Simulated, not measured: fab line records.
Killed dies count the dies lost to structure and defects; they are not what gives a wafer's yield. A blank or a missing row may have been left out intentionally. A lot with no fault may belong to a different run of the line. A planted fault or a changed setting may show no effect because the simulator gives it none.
fab line records    flow nandHarc
[record] lots = 7  wafers = 21  lastDay = 24
route steps=1159 shown A_M1@1032 END@1159
lots that met no fault: taken from a fault-free run of the same line
startH: hours from the record's first day to the start of the lot's first wafer shown    waitH: how many hours have passed since the lot's step before this one    " repeats the value in the row above    L1.1+2: a single row standing in for several wafers    - no value, or no start was given    * or withheld: withheld    < > ~ a bound
route shown NAME@n: a module of which the file shows steps, and the number in the route of the first    usual: mean and standard deviation over wafers with no fault    same: alike in all rows    chamber/n: place in a boat    sites: per-site readings    _std_site: the standard deviation of these    _edge_site: mean of outer sites minus mean of inner sites    radiusMm: for every site, how far away it sits from the centre of the wafer    mask NAME#n: copy n    behind: the most recent tool/chamber to have shaped the wafer    hold: why the lot was held/for how many hours/how that ended    device: transistor that didn't switch, given as n, p or np    end of line: tests run on the same wafers once the route is complete    a step given without rows: its recipe and nothing more    killed: count of dies lost to structure and defects at first sort (not the wafer's yield)    map: dies across one wafer; x = killed, . = not, _ = none there
set.NAME: the run value of the setting; set.NAME@STEP: its run value at that earlier step    model.NAME: the simulator's own value behind a step, which no gauge read
lots seen at some steps along the route; tables by step, rows by wafer
services: when a tool's chamber went out of use (startH, in hours from the record's first day, below 0 if earlier), for how many hours, and the reason
[[steps]]
[step NHARC_A_M1_EBR_05]
[step NHARC_A_M1_EXPOSE_06]
[recipe] na = 1.35  targetCdNm = 120  doseMj = 75.13  maskId = A_M1
[step NHARC_A_M1_PEB_07]
[recipe] pebTempC = 100  pebTimeS = 65
[step NHARC_A_M1_DEVELOP_08]
[recipe] developTimeS = 35  devTempC = 23
[step NHARC_A_M1_CD_MEAS_09]
[recipe] targetCdNm = 120  landingEnergyEv = 500
[usual] cdNm = 119.8/0.47
lot.wafer  tool      chamber  startH  waitH  cdNm
L188.1     cdSem-02  0        404.60  -      120.0
L188.3     "         0        "       "      119.4
L188.4     "         0        "       "      120.0
L197.3     cdSem-02  0        457.62  -      118.8
L197.4     "         0        "       "      119.3
L197.6     "         0        "       "      118.8
L204.2     cdSem-02  0        501.84  -      119.2
L204.4     "         0        "       "      119.8
L204.5     "         0        "       "      120.6
L206.3     cdSem-01  0        511.90  -      119.8
L206.5     "         0        "       "      120.5
L206.6     "         0        "       "      119.9
L205.2     cdSem-02  0        518.03  -      119.3
L205.3     "         0        "       "      120.3
L205.4     "         0        "       "      120.1
L210.1     cdSem-03  0        534.48  -      120.7
L210.3     "         0        "       "      119.8
L210.5     "         0        "       "      119.4
L211.2     cdSem-02  0        546.72  -      120.6
L211.4     "         0        "       "      119.1
L211.6     "         0        "       "      119.7
[step NHARC_A_M1_OVL_MEAS_10]
[recipe] pitchNm = 240
[usual] overlayXNm = 0.2/0.92  overlayYNm = 0.1/0.83
lot.wafer  tool        chamber  startH  waitH  overlayXNm  overlayYNm
L188.1     overlay-01  -        404.68  -      -0.3        -1.1
L188.3     "           -        "       "      0.4         -0.6
L188.4     "           -        "       "      0.0         -0.8
L197.3     overlay-02  -        457.71  -      -1.1        0.6
L197.4     "           -        "       "      -1.1        0.2
L197.6     "           -        "       "      -1.6        0.9
L204.2     overlay-02  -        501.93  -      0.6         -0.1
L204.4     "           -        "       "      -0.5        -1.0
L204.5     "           -        "       "      0.1         -0.9
L206.3     overlay-01  -        511.98  -      0.1         -1.6
L206.5     "           -        "       "      -0.1        -1.4
L206.6     "           -        "       "      -0.2        -1.0
L205.2     overlay-02  -        518.12  -      0.9         -0.2
L205.3     "           -        "       "      1.2         -0.4
L205.4     "           -        "       "      1.2         -0.7
L210.1     overlay-02  -        534.56  -      0.3         -0.4
L210.3     "           -        "       "      -0.1        -0.1
L210.5     "           -        "       "      0.2         -0.7
L211.2     overlay-02  -        546.81  -      -1.3        -0.8
L211.4     "           -        "       "      -1.6        -0.4
L211.6     "           -        "       "      -1.7        -0.7
[step NHARC_A_M1_INSPECT_11]
[usual] rawDefectCount = 30/11
lot.wafer  tool              chamber  startH  waitH  rawDefectCount
L188.1     defectInspect-01  -        404.72  0.0    26
L188.3     "                 -        "       "      36
L188.4     "                 -        "       "      25
L197.3     defectInspect-01  -        457.75  0.0    39
L197.4     "                 -        "       "      22
L197.6     "                 -        "       "      41
L204.2     defectInspect-01  -        501.96  0.0    28
L204.4     "                 -        "       "      36
L204.5     "                 -        "       "      38
L206.3     defectInspect-02  -        512.03  0.0    24
L206.5     "                 -        "       "      43
L206.6     "                 -        "       "      36
L205.2     defectInspect-01  -        518.16  0.0    36
L205.3     "                 -        "       "      40
L205.4     "                 -        "       "      43
L210.1     defectInspect-01  -        534.60  0.0    33
L210.3     "                 -        "       "      21
L210.5     "                 -        "       "      22
L211.2     defectInspect-01  -        546.84  0.0    17
L211.4     "                 -        "       "      23
L211.6     "                 -        "       "      19
[step NHARC_A_M1_DESCUM_14]
[recipe] timeS = 3  o2FlowSccm = 200  arFlowSccm = 0  biasPowerW = 0  chemistry = O2
[usual] drypumpMotorCurrentA = 5.8/0.44  oesProductAu = 1.005/0.0092  rfVppV = 57.7/0.94  showerheadPlenumPTorr = 1.89/0.069  throttleValvePct = 11.312/0.0087
[same] biasPowerW = 0  timeS = 3
lot.wafer  tool        chamber  startH  waitH  drypumpMotorCurrentA  oesProductAu  rfHoursCounterH  rfVppV  showerheadPlenumPTorr  throttleValvePct
L188.1     rieDiel-01  0        404.79  0.1    5.9                   1.003         2                57.9    1.90                   11.318
L188.3     "           1        "       "      5.8                   1.006         2                57.5    1.86                   11.322
L188.4     "           2        "       "      5.7                   0.987         2                55.4    1.79                   11.318
L197.4     rieDiel-06  2        457.81  0.1    5.8                   1.000         2                57.0    1.85                   11.324
L197.3     "           1        "       "      5.2                   1.012         2                58.0    1.77                   11.304
L197.6     "           2        "       "      5.8                   1.000         -                58.2    1.85                   11.316
L204.2     rieDiel-01  3        502.03  0.1    6.5                   1.006         0                56.4    1.87                   11.293
L204.4     "           1        "       "      5.8                   1.013         0                59.2    1.86                   11.306
L204.5     "           0        "       "      5.9                   1.020         -                58.3    1.89                   11.318
L206.3     rieDiel-06  1        512.08  0.1    5.2                   1.014         8                56.7    1.77                   11.295
L206.6     "           1        "       "      5.2                   1.012         -                58.2    1.77                   11.309
L206.5     "           2        "       "      5.8                   1.002         -                57.1    1.85                   11.317
L205.2     rieDiel-01  3        518.22  0.1    6.5                   0.992         1                58.8    1.87                   11.309
L205.3     "           0        "       "      5.9                   1.009         0                57.9    1.89                   11.311
L205.4     "           2        "       "      5.8                   1.001         0                56.8    1.79                   11.321
L210.3     rieDiel-06  2        534.67  0.1    5.8                   0.991         9                57.7    1.85                   11.309
L210.1     "           0        "       "      5.0                   0.976         8                57.5    1.85                   11.315
L210.5     "           1        "       "      5.2                   1.002         -                57.6    1.77                   11.327
L211.2     rieDiel-01  0        546.90  0.1    5.9                   1.016         1                57.0    1.89                   11.302
L211.4     "           1        "       "      5.8                   0.999         1                60.1    1.86                   11.309
L211.6     "           0        "       "      5.9                   1.013         -                57.6    1.89                   11.303
[step NHARC_A_M1_ETCH_35]
[recipe] targetDepthA = 400  overetchA = 120  timeS = 43.94  ionEnergyEv = 200  n2FlowSccm = 150  h2FlowSccm = 150  arFlowSccm = 0  rfW = 400  biasW = 150  chemistry = N2/H2
[usual] drypumpMotorCurrentA = 5.8/0.44  oesProductAu = 1.004/0.0093  rfVppV = 429.7/2.3  showerheadPlenumPTorr = 2.01/0.077  throttleValvePct = 14.170/0.0088
[same] timeS = 43.94
lot.wafer  tool        chamber  startH  waitH  drypumpMotorCurrentA  oesProductAu  rfHoursCounterH  rfVppV  showerheadPlenumPTorr  throttleValvePct
L188.1     rieDiel-01  1        404.87  0.1    5.8                   1.005         2                427.9   1.99                   14.170
L188.4     "           2        "       "      5.7                   0.986         2                427.4   1.90                   14.165
L188.3     "           0        "       "      5.9                   1.003         2                428.6   2.02                   14.165
L197.3     rieDiel-06  3        457.91  0.1    5.9                   0.997         2                433.3   2.11                   14.169
L197.4     "           0        "       "      5.0                   0.989         2                430.5   1.97                   14.173
L197.6     "           1        "       "      5.2                   1.012         -                426.6   1.89                   14.169
L204.2     rieDiel-01  0        502.11  0.1    5.9                   1.012         0                430.2   2.02                   14.172
L204.4     "           3        "       "      6.5                   1.009         0                429.7   1.99                   14.180
L204.5     "           1        "       "      5.8                   1.008         -                429.6   1.99                   14.172
L206.3     rieDiel-06  0        512.19  0.1    5.0                   0.993         7                428.1   1.97                   14.176
L206.6     "           1        "       "      5.2                   1.011         -                425.3   1.89                   14.171
L206.5     "           2        "       "      5.8                   1.014         -                428.7   1.97                   14.175
L205.2     rieDiel-01  1        518.30  0.1    5.8                   1.001         1                428.9   1.98                   14.162
L205.3     "           2        "       "      5.7                   0.994         0                426.1   1.90                   14.165
L205.4     "           3        "       "      6.5                   1.010         1                428.5   1.99                   14.170
L210.3     rieDiel-06  1        534.75  0.1    5.2                   1.028         9                427.3   1.89                   14.174
L210.1     "           0        "       "      5.0                   0.979         8                428.2   1.96                   14.167
L210.5     "           1        "       "      5.2                   1.015         -                426.5   1.89                   14.182
L211.2     rieDiel-01  2        546.99  0.1    5.8                   1.000         1                426.6   1.90                   14.172
L211.4     "           0        "       "      5.9                   1.011         1                430.1   2.02                   14.176
L211.6     "           3        "       "      6.5                   0.997         -                429.3   1.99                   14.164
[step NHARC_A_M1_ETCH_15]
[recipe] targetDepthA = 1825  timeS = 91.2  c4f8FlowSccm = withheld  arFlowSccm = 400  rfW = 600  biasW = 300  chemistry = C4F8/Ar
[usual] oesProductAu = 0.959/0.021  rfVppV = 440.1/2.2
[same] timeS = 91.2
lot.wafer  tool        chamber  startH  waitH  oesProductAu  rfHoursCounterH  rfVppV
L188.1     rieDiel-01  1        -       -      0.993         2                438.3
L188.4     "           3        "       "      0.957         2                440.3
L188.3     "           0        "       "      0.960         2                439.3
L197.4     rieDiel-06  3        -       -      0.962         2                442.4
L197.3     "           0        "       "      0.969         2                440.0
L197.6     "           2        "       "      0.973         -                438.7
L204.4     rieDiel-01  3        -       -      0.963         0                440.0
L204.2     "           2        "       "      0.982         0                436.8
L204.5     "           0        "       "      0.983         -                440.6
L206.3     rieDiel-06  0        -       -      0.962         7                439.0
L206.5     "           0        "       "      0.962         -                438.8
L206.6     "           1        "       "      0.972         -                436.6
L205.2     rieDiel-01  0        -       -      0.967         0                441.7
L205.4     "           1        "       "      0.975         1                438.9
L205.3     "           2        "       "      0.983         0                436.8
L210.1     rieDiel-06  2        -       -      0.934         9                439.0
L210.3     "           3        "       "      0.932         8                443.6
L210.5     "           0        "       "      0.908         -                440.1
L211.2     rieDiel-01  1        -       -      0.952         1                439.7
L211.4     "           2        "       "      0.971         1                436.5
L211.6     "           1        "       "      0.958         -                439.8
[step NHARC_A_M1_CD_MEAS_16]
[usual] cdNm = 119.7/0.62
lot.wafer  tool      chamber  startH  waitH  cdNm
L188.1     cdSem-03  -        405.09  -      120.1
L188.3     "         -        "       "      119.4
L188.4     "         -        "       "      119.4
L197.3     cdSem-02  -        458.12  -      118.8
L197.4     "         -        "       "      119.3
L197.6     "         -        "       "      119.0
L204.2     cdSem-02  -        502.33  -      120.2
L204.4     "         -        "       "      119.9
L204.5     "         -        "       "      120.3
L206.3     cdSem-03  -        512.39  -      119.1
L206.5     "         -        "       "      120.8
L206.6     "         -        "       "      120.2
L205.2     cdSem-03  -        518.52  -      119.3
L205.3     "         -        "       "      120.0
L205.4     "         -        "       "      120.3
L210.1     cdSem-03  -        534.96  -      119.8
L210.3     "         -        "       "      119.6
L210.5     "         -        "       "      119.2
L211.2     cdSem-03  -        547.21  -      120.6
L211.4     "         -        "       "      119.2
L211.6     "         -        "       "      119.8
[step NHARC_A_M1_STRIP_18]
[recipe] powerW = 1000  n2FlowSccm = 150  h2FlowSccm = 150  arFlowSccm = 0  biasW = 0  chemistry = N2/H2
[usual] drypumpMotorCurrentA = 6.0/0.35  oesProductAu = 1.006/0.0089  powerW = 999.8/3  rfVppV = 90.6/0.84  showerheadPlenumPTorr = 2.02/0.069  throttleValvePct = 14.171/0.0094
lot.wafer  tool        chamber  startH  waitH  drypumpMotorCurrentA  oesProductAu  powerW  rfHoursCounterH  rfVppV  showerheadPlenumPTorr  throttleValvePct
L188.3     rieDiel-06  3        405.19  0.1    5.9                   1.009         1001.0  13               89.3    2.11                   14.165
L188.1     "           0        "       "      5.0                   0.999         999.3   13               89.9    1.97                   14.175
L188.4     "           1        "       "      5.2                   1.012         1000.6  15               90.6    1.89                   14.175
L197.4     rieDiel-01  3        458.22  0.1    6.5                   0.993         1002.0  3                89.1    1.99                   14.170
L197.3     "           1        "       "      5.8                   0.999         999.9   3                89.1    1.99                   14.175
L197.6     "           2        "       "      5.7                   0.994         998.0   -                90.6    1.90                   14.167
L204.2     rieDiel-01  0        502.43  0.1    5.9                   1.016         995.7   0                90.4    2.02                   14.174
L204.4     "           1        "       "      5.8                   1.004         1002.3  0                92.0    1.99                   14.163
L204.5     "           0        "       "      5.9                   1.013         1005.4  -                90.2    2.02                   14.169
L206.3     rieDiel-01  0        512.47  0.1    5.9                   1.015         1003.7  0                90.7    2.02                   14.173
L206.5     "           0        "       "      5.9                   1.008         997.6   -                90.7    2.02                   14.190
L206.6     "           1        "       "      5.8                   1.003         996.4   -                90.5    1.99                   14.177
L205.4     rieDiel-01  2        518.60  0.1    5.8                   1.006         1002.4  0                89.8    1.90                   14.159
L205.2     "           3        "       "      6.5                   1.012         1000.9  1                90.6    1.99                   14.161
L205.3     "           1        "       "      5.8                   1.014         1000.9  1                90.7    1.99                   14.174
L210.1     rieDiel-11  1        535.06  0.1    6.1                   1.019         1001.3  11               92.3    2.11                   14.158
L210.3     "           2        "       "      6.2                   1.019         1000.2  10               91.4    2.12                   14.176
L210.5     "           1        "       "      6.1                   1.015         1001.3  -                91.3    2.11                   14.158
L211.2     rieDiel-06  3        547.31  0.1    5.9                   1.001         1003.9  9                90.5    2.11                   14.182
L211.4     "           1        "       "      5.2                   1.020         999.9   10               90.5    1.89                   14.166
L211.6     "           2        "       "      5.8                   0.995         1000.5  -                91.4    1.97                   14.149
[step NHARC_A_M1_ETCH_28]
[recipe] targetDepthA = 300  overEtchFrac = 0.3  timeS = 72.99  ionEnergyEv = 150  cf4FlowSccm = 50  n2FlowSccm = 100  arFlowSccm = 150  rfW = 300  biasW = 100  chemistry = CF4/N2
[usual] drypumpMotorCurrentA = 6.0/0.35  oesProductAu = 1.004/0.009  rfVppV = 314.0/1.7  showerheadPlenumPTorr = 2.61/0.081  throttleValvePct = 19.795/0.0094
[same] timeS = 72.99
lot.wafer  tool        chamber  startH  waitH  drypumpMotorCurrentA  oesProductAu  rfHoursCounterH  rfVppV  showerheadPlenumPTorr  throttleValvePct
L188.4     rieDiel-06  1        405.41  -      5.2                   1.002         15               311.7   2.45                   19.781
L188.3     "           2        "       "      5.8                   1.001         7                312.1   2.55                   19.809
L188.1     "           0        "       "      5.0                   1.006         13               311.6   2.54                   19.788
L197.3     rieDiel-01  1        458.44  -      5.8                   1.003         3                312.9   2.56                   19.784
L197.4     "           2        "       "      5.7                   0.987         3                311.3   2.46                   19.792
L197.6     "           1        "       "      5.8                   1.012         -                313.3   2.56                   19.782
L204.4     rieDiel-01  0        502.65  -      5.9                   0.876         0                314.1   2.60                   19.792
L204.2     "           1        "       "      5.8                   1.001         0                315.0   2.56                   19.797
L204.5     "           0        "       "      5.9                   0.874         -                312.9   2.60                   19.804
L206.3     rieDiel-01  0        512.71  -      5.9                   0.878         0                315.0   2.60                   19.798
L206.6     "           3        "       "      6.5                   1.008         -                314.4   2.57                   19.797
L206.5     "           0        "       "      5.9                   0.875         -                313.8   2.60                   19.806
L205.4     rieDiel-01  3        518.84  -      6.5                   1.008         1                312.8   2.57                   19.808
L205.3     "           0        "       "      5.9                   0.872         1                313.3   2.60                   19.779
L205.2     "           2        "       "      5.7                   1.015         1                310.9   2.46                   19.792
L210.3     rieDiel-11  0        535.29  -      6.3                   1.006         11               315.0   2.62                   19.812
L210.1     "           1        "       "      6.1                   1.014         11               315.8   2.71                   19.794
L210.5     "           3        "       "      5.6                   1.015         -                314.0   2.62                   19.810
L211.2     rieDiel-06  3        547.53  -      6.0                   0.999         9                315.8   2.71                   19.784
L211.4     "           0        "       "      4.9                   0.998         9                313.6   2.54                   19.807
L211.6     "           2        "       "      5.8                   1.010         -                311.3   2.54                   19.789
[step NHARC_A_M1_STRIP_19]
[recipe] timeS = 600  tempC = 30  chemistry = postEtchResidueRemover
[step NHARC_END_SORT_01]
[recipe] tempC = 25
[usual] defectLimitedYield = 95.4/1.3  killedAtArray = 27/8  killedAtOther = 0.8/1.2  killedAtPeriphery = 3.3/2.3  killedDies = 31/8.8  killedOpen = 3.2/2.1  killedShort = 2.1/1.4  sort_bin_2_pct = 1.4/0.55  sort_bin_3_pct = 0.25/0.2  sort_bin_4_pct = 2.9/0.92  sortNPass = 646/8.8  sortRimYieldPct = 95.5/2.7  sortYieldPct = 95.4/1.3
[same] grossDies = 677  sort_bin_5_pct[%] = 0  sort_bin_6_pct[%] = 0  sort_bin_7_pct[%] = 0  sort_bin_8_pct[%] = 0  sortRimNGross = 106.00
lot.wafer  tool       chamber  startH  waitH  defectLimitedYield[%]  killedAtArray  killedAtOther  killedAtPeriphery  killedDies  killedOpen  killedShort  sort_bin_2_pct[%]  sort_bin_3_pct[%]  sort_bin_4_pct[%]  sortNPass  sortRimYieldPct[%]  sortYieldPct[%]
L204.2     prober-01  0        540.62  2.8    93.9                   29             2              10                 41          1           6            1.6                0.59               3.8                636        89.6                93.9
L210.1     prober-02  0        569.31  2.5    95.3                   28             2              2                  32          4           2            1.3                0                  3.4                645        94.3                95.3
L210.3     prober-02  0        570.91  3.1    96.3                   23             0              2                  25          1           2            1.3                0.15               2.2                652        99.1                96.3
L210.5     prober-02  0        572.51  3.7    96.2                   20             0              6                  26          4           2            1.3                0.15               2.4                651        95.3                96.2
L211.2     prober-02  0        582.31  2.8    97.8                   13             0              2                  15          3           1            0.4                0                  1.8                662        97.2                97.8
L211.4     prober-02  0        583.89  3.4    95.7                   24             0              5                  29          6           2            1.0                0.15               3.1                648        95.3                95.7
L211.6     prober-02  0        585.48  4.0    97.2                   18             0              1                  19          3           0            1.2                0                  1.6                658        96.2                97.2
// killed by level:class
L204.2 A_CHANNEL_HOLE_D1:chamberFilmFlake=10 P_M2:chamberFilmFlake=5 A_M0:geometricParticle:short=4 A_M1:chamberFilmFlake=4 A_CONTACT:chamberFilmFlake=4 P_GATE:chamberFilmFlake=3 A_SLIT:chamberFilmFlake=3 A_STAIRCASE:chamberFilmFlake=2
L210.1 A_CONTACT:chamberFilmFlake=11 A_CHANNEL_HOLE_D1:chamberFilmFlake=9 P_M0:geometricParticle:open=1 A_ONON_D1:geometricParticle:short=1 A_CHANNEL_FILL_D1:geometricParticle:open=1 A_CONTACT:geometricParticle:short=1 A_CONTACT:geometricParticle:open=1 P_M0:chamberFilmFlake=1
L210.3 A_CHANNEL_HOLE_D1:chamberFilmFlake=12 A_CONTACT:chamberFilmFlake=3 A_CHANNEL_FILL_D1:chamberFilmFlake=2 A_SLIT:chamberFilmFlake=2 A_ONON_D1:geometricParticle:open=1 A_WL_FILL:geometricParticle:short=1 A_CONTACT:geometricParticle:short=1 P_GATE:chamberFilmFlake=1
L210.5 A_CONTACT:chamberFilmFlake=8 A_CHANNEL_HOLE_D1:chamberFilmFlake=8 P_GATE:geometricParticle:open=2 P_M0:geometricParticle:short=1 P_M0:geometricParticle:open=1 A_CONTACT:geometricParticle:open=1 A_M0:geometricParticle:short=1 P_STI:chamberFilmFlake=1
L211.2 A_CHANNEL_HOLE_D1:chamberFilmFlake=6 A_STAIRCASE:chamberFilmFlake=2 A_CONTACT:chamberFilmFlake=2 P_GATE:geometricParticle:open=1 P_M0:geometricParticle:open=1 A_ONON_D1:geometricParticle:open=1 A_ONON_D1:geometricParticle:short=1 A_BLC:chamberFilmFlake=1
L211.4 A_CHANNEL_HOLE_D1:chamberFilmFlake=12 A_CONTACT:chamberFilmFlake=4 P_GATE:geometricParticle:open=2 P_M0:geometricParticle:short=1 A_ONON_D1:geometricParticle:open=1 A_CHANNEL_FILL_D1:geometricParticle:short=1 A_WL_FILL:geometricParticle:open=1 A_M0:geometricParticle:open=1
L211.6 A_CHANNEL_HOLE_D1:chamberFilmFlake=6 A_STAIRCASE:chamberFilmFlake=4 A_CONTACT:chamberFilmFlake=2 A_BLC:chamberFilmFlake=2 A_STAIRCASE:geometricParticle:open=1 A_CONTACT:geometricParticle:open=1 A_M1:geometricParticle:open=1 P_GATE:chamberFilmFlake=1
[[services]]
tool        chamber  startH  hours  kind
rieDiel-01  0        397.35  -      clean
rieDiel-01  1        397.35  -      clean
rieDiel-01  2        397.35  -      clean
rieDiel-01  3        397.35  -      clean
rieDiel-06  1        417.02  8.2    repair
rieDiel-06  -        418.65  9.0    pm
rieDiel-01  0        421.94  -      clean
rieDiel-01  1        421.94  -      clean
rieDiel-01  2        421.94  -      clean
rieDiel-01  3        421.94  -      clean
rieDiel-06  3        442.67  11.7   repair
rieDiel-01  1        445.81  4.6    repair
rieDiel-01  0        446.44  -      clean
rieDiel-01  2        446.44  -      clean
rieDiel-01  1        466.63  18.2   repair
rieDiel-11  1        483.04  8.5    repair
rieDiel-01  2        484.28  4.4    repair
rieDiel-01  2        490.46  9.9    repair
rieDiel-01  -        491.85  9.0    pm
rieDiel-06  0        493.30  12.6   repair
rieDiel-01  0        503.04  8.4    repair
rieDiel-01  2        505.01  3.8    repair
rieDiel-11  3        510.74  8.1    repair
rieDiel-11  -        543.50  9.0    pm
[[key]]
[firstSign] step = NHARC_A_M1_ETCH_28  reading = oesProductAu  direction = down  sigmas = 14  usual = 1.004  struck = 0.875
effect none on later readings
metAt NHARC_A_M1_ETCH_28
struckWafers L204.4,L204.5,L205.3,L206.3,L206.5
[fault] kind = processParameterDrift  tool = rieDiel-01  chamber = 0  onsetH = 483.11  steps = NHARC_A_M1_ETCH_28  channel = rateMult  offset = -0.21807  shape = step  endH = 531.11
